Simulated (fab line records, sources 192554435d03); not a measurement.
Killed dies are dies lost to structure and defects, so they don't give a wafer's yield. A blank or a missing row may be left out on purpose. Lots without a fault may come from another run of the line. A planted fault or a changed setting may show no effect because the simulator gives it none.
Which tool did it? | flow n5_finfet | 11 lots, 33 wafers sampled, at 5 steps of a route of 1938

WHAT THE GAUGES READ, wafer by wafer
N5_SD_EPI_P_EPI_MEAS_23.
lot  | measured    | on            | thk_nm (nm)
L468 | day 3 10:58 | film_metro-02 | 60.2 60.6 60.9
L469 | day 3 17:47 | film_metro-01 | 61.0 61.2 58.8
L471 | day 4 07:37 | film_metro-01 | 59.6 61.3 59.8
L477 | day 5 20:17 | film_metro-01 | 61.1 60.5 60.5
L478 | day 5 22:13 | film_metro-01 | 62.8 61.2 60.9
L484 | day 7 07:14 | film_metro-01 | 60.0 61.9 59.9
L486 | day 7 23:49 | film_metro-02 | 62.2 59.6 60.8
L488 | day 8 10:28 | film_metro-02 | 61.0 63.6 61.6
L489 | day 8 21:23 | film_metro-02 | 60.6 61.4 60.6
L491 | day 9 04:25 | film_metro-02 | 60.6 59.0 59.6
L490 | day 9 05:22 | film_metro-01 | 61.3 61.3 61.9

N5_SD_EPI_P_INSPECT_26: inspects for defects (darkfield).
lot  | measured    | on                | raw_defect_count
L468 | day 3 11:08 | defect_inspect-02 | 231 246 172
L469 | day 3 17:57 | defect_inspect-01 | 157 146 171
L471 | day 4 07:47 | defect_inspect-02 | 226 178 127
L477 | day 5 20:28 | defect_inspect-01 | 170 1549 212
L478 | day 5 22:23 | defect_inspect-01 | 169 194 219
L484 | day 7 07:25 | defect_inspect-01 | 253 161 185
L486 | day 8 00:01 | defect_inspect-02 | 158 154 187
L488 | day 8 10:38 | defect_inspect-02 | 264 297 222
L489 | day 8 21:34 | defect_inspect-01 | 303 238 272
L491 | day 9 04:36 | defect_inspect-01 | 147 136 142
L490 | day 9 05:32 | defect_inspect-01 | 185 167 201

N5_SD_ACTIVATION_INSPECT_02: inspects for defects (darkfield).
lot  | measured    | on                | raw_defect_count
L468 | day 3 11:53 | defect_inspect-02 | 238 229 166
L469 | day 3 18:42 | defect_inspect-01 | 158 148 158
L471 | day 4 08:32 | defect_inspect-01 | 228 179 131
L477 | day 5 21:15 | defect_inspect-02 | 164 1561 204
L478 | day 5 23:08 | defect_inspect-02 | 175 201 200
L484 | day 7 08:11 | defect_inspect-02 | 245 156 166
L486 | day 8 00:52 | defect_inspect-01 | 171 159 190
L488 | day 8 11:24 | defect_inspect-01 | 277 313 230
L489 | day 8 22:19 | defect_inspect-01 | 300 240 268
L491 | day 9 05:30 | defect_inspect-02 | 147 128 148
L490 | day 9 06:28 | defect_inspect-02 | 182 181 195

WHICH TOOL RAN EACH LOT (tool, then ch and the chambers of the sampled wafers, then the start)
lot  | N5_SD_EPI_P_PRECLEAN_33            | N5_SD_ACTIVATION_LSA_01
L468 | wet_bench-03 ch 0,3,7, day 3 11:05 | laser_anneal-01 ch 0, day 3 11:28
L469 | wet_bench-06 ch 1,4,7, day 3 17:54 | laser_anneal-01 ch 0, day 3 18:11
L471 | wet_bench-03 ch 4,5,6, day 4 07:44 | laser_anneal-01 ch 0, day 4 08:01
L477 | wet_bench-03 ch 1,3,7, day 5 20:24 | laser_anneal-02 ch 0, day 5 20:47
L478 | wet_bench-06 ch 2,3,4, day 5 22:20 | laser_anneal-01 ch 0, day 5 22:43
L484 | wet_bench-04 ch 1,4,6, day 7 07:21 | laser_anneal-01 ch 0, day 7 07:43
L486 | wet_bench-06 ch 0,2,4, day 7 23:57 | laser_anneal-01 ch 0, day 8 00:20
L488 | wet_bench-04 ch 1,2,6, day 8 10:35 | laser_anneal-01 ch 0, day 8 10:53
L489 | wet_bench-04 ch 2,5,6, day 8 21:30 | laser_anneal-01 ch 0, day 8 21:47
L491 | wet_bench-06 ch 2,3,7, day 9 04:32 | laser_anneal-01 ch 0, day 9 05:00
L490 | wet_bench-03 ch 2,3,6, day 9 05:29 | laser_anneal-01 ch 0, day 9 06:00
- N5_SD_EPI_P_PRECLEAN_33: cleans in SC2, time 45 s.
- N5_SD_ACTIVATION_LSA_01: time 0.0008 s.

WHAT THE TOOLS THEMSELVES READ (means of the sampled wafers that have a number; where no wafer has one, the mark that the record gives instead)
N5_SD_EPI_P_PRECLEAN_33.
lot  | tool         | bath_heat_duty_pct (%)
L468 | wet_bench-03 | 2.9
L469 | wet_bench-06 | 3.7
L471 | wet_bench-03 | 3.5
L477 | wet_bench-03 | 3.0
L478 | wet_bench-06 | 3.3
L484 | wet_bench-04 | 2.9
L486 | wet_bench-06 | 3.4
L488 | wet_bench-04 | 3.5
L489 | wet_bench-04 | 3.3
L491 | wet_bench-06 | 3.4
L490 | wet_bench-03 | 3.4

N5_SD_ACTIVATION_LSA_01.
lot  | tool            | wafer_temp_C_max
L468 | laser_anneal-01 | 1083.5
L469 | laser_anneal-01 | 1083.9
L471 | laser_anneal-01 | 1083.3
L477 | laser_anneal-02 | 1086.8
L478 | laser_anneal-01 | 1083.1
L484 | laser_anneal-01 | 1083.8
L486 | laser_anneal-01 | 1083.7
L488 | laser_anneal-01 | 1083.9
L489 | laser_anneal-01 | 1083.8
L491 | laser_anneal-01 | 1084.0
L490 | laser_anneal-01 | 1084.0

THE ANSWER, worked out from the rows above alone
Rule: what is usual is taken from the lots themselves. Put in order of their means at a reading, lots are off if they are a third of the lots or fewer, leave a main group of 4 or more, and stand apart from it by a gap of 3 or more times the standard deviation of the main group's means; of several such gaps the widest counts. A main group whose means are all the same, to the digits that the tables above print for the reading, isn't used. A lot without any number at a reading at which 4 lots or more have one is off too. The other lots that the step has rows for count as sound. The gauges are gone through in route order, then the tools' own readings, and for those a lot's mean is taken as printed above. The first step at which some lot is off is used, and at that step the reading that is off furthest; a lot without a number counts as furthest.
Off: L477, at N5_SD_EPI_P_INSPECT_26 (raw_defect_count). The main group: mean 197, standard deviation 40.
A tool fits if, at a process step before that reading, it ran every lot that is off, and no sound lot after the first of them. The gauges at N5_SD_EPI_P_INSPECT_26 aren't tried: what is off there is off at N5_SD_ACTIVATION_INSPECT_02 too, on other tools, and a gauge's error can't cause that. None of those tried fits.

WHAT THE SIMULATOR HAD PUT IN
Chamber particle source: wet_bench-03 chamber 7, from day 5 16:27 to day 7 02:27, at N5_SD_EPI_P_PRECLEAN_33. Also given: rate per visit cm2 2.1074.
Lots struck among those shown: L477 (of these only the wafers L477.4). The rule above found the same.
